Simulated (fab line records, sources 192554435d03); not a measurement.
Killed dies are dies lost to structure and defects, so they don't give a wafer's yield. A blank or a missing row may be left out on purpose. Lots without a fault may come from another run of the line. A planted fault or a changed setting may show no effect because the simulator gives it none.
One fault seen from 2 desks | flow n5_finfet | each desk has only its own numbers; what lay behind them comes last

THE TOOL OWNER'S DESK: plasma_asher-02
The tool's own readings at N5_MOL_CONTACT_COAG_STRIP_49 (strips in N2/H2, time 30 s): means of the sampled wafers that have a number, for each lot that ran on this tool. A lot is out of limits, marked OUT, if its mean lies more than 4 standard deviations from the usual mean; the brackets give that distance.
Columns: A = drypump_motor_current_A at N5_MOL_CONTACT_COAG_STRIP_49, usual 5.7 A; B = heater_power_w at N5_MOL_CONTACT_COAG_STRIP_49, usual 358 W
lot  | first seen here | A   | B
L424 | day 6 06:10     | 5.5 | 335
L423 | day 6 06:35     | 5.4 | 348
L427 | day 6 22:04     | 5.6 | 332
L431 | day 8 00:49     | 5.5 | 334
L432 | day 8 10:17     | 5.6 | 338
L433 | day 8 10:49     | 5.5 | 337
This desk's finding: nothing out of limits on any of the 6 lots.

THE METROLOGY DESK
What the gauges read, lot by lot, whatever tool the lot ran on: means of the sampled wafers that have a number. A lot is out of limits, marked OUT, if its mean lies more than 4 standard deviations from the usual mean; the brackets give that distance.
Columns: A = cd_nm at N5_PASSIVATION_CD_MEAS_10, usual 3002 nm
lot  | first seen here | A
L420 | day 12 11:55    | 3004
L421 | day 12 22:06    | 3001
L422 | day 13 14:21    | 2999
L424 | day 13 14:55    | 3003
L427 | day 14 02:42    | 3005
L423 | day 14 06:26    | 3001
L431 | day 15 02:08    | 3002
L433 | day 15 06:44    | 3003
L432 | day 15 09:07    | 3002
L436 | day 17 00:53    | 3004
L443 | day 18 06:14    | 3004
L442 | day 18 16:13    | 3001
This desk's finding: nothing out of limits on any of the 12 lots.

PUT TOGETHER
The tool owner's desk saw nothing out of limits.
The metrology desk saw nothing out of limits.

WHAT THE SIMULATOR HAD PUT IN
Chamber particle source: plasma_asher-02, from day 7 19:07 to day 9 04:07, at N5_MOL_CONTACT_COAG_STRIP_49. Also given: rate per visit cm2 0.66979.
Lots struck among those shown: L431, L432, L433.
